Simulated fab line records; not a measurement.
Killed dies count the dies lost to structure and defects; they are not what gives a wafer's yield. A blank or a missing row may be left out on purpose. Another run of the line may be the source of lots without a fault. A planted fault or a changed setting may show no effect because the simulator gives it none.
Which tool was responsible? | flow nand_harc | 15 lots (45 wafers sampled), 1 step of a 1159-step route

== WHAT EACH GAUGE READ, for each wafer ==
NHARC_P_GATE_INSPECT_28. Usual: 6 for raw_defect_count, sd 3.2.
lot  | measured     | on                | raw_defect_count | flag
L441 | day 5 06:40  | defect_inspect-01 | 2 2 8            |
L440 | day 5 06:50  | defect_inspect-02 | 7 6 9            |
L443 | day 5 18:04  | defect_inspect-01 | 16 12 8          |
L444 | day 6 10:33  | defect_inspect-01 | 8 10 5           |
L445 | day 6 10:44  | defect_inspect-02 | 3 5 9            |
L450 | day 7 21:44  | defect_inspect-02 | 6 9 5            |
L452 | day 7 22:23  | defect_inspect-01 | 8 10 4           |
L449 | day 7 23:03  | defect_inspect-01 | 1 4 3            |
L453 | day 8 11:55  | defect_inspect-02 | 8 1 12           |
L454 | day 8 11:56  | defect_inspect-02 | 4 10 0           |
L456 | day 9 01:03  | defect_inspect-02 | 7 5 5            |
L455 | day 9 01:21  | defect_inspect-02 | 8 4 4            |
L457 | day 9 06:21  | defect_inspect-01 | 5 10 12          |
L458 | day 9 14:32  | defect_inspect-01 | 2 2 8            |
L461 | day 10 05:55 | defect_inspect-01 | 7 5 4            |

== WHICH TOOL RAN EACH LOT (tool, then ch and the chambers of the sampled wafers, then the start) ==
The record holds no process step before these readings.

== AS READ BY THE TOOLS THEMSELVES (means over the sampled wafers that have a number; for cases with no such wafer, the mark the record gives instead) ==
The record holds no such reading with a usual standard deviation.

== THE ANSWER, worked out from the rows above alone ==
Rule: a lot counts as off when the mean over its wafers that have a number is more than 3 standard deviations away from the usual mean. A lot without any number at a reading at which 4 lots or more have one is off too. Where the step has rows for the other lots, those lots are counted as sound. After the gauges, taken in route order, come the tools' own readings; for these a lot's mean is taken, as printed above. The first step at which some lot is off is used, and at that step the reading that is off furthest; a lot without a number counts as furthest.
No lot is off at any reading shown: from this, nothing can be told.

== WHAT THE SIMULATOR PUT IN ==
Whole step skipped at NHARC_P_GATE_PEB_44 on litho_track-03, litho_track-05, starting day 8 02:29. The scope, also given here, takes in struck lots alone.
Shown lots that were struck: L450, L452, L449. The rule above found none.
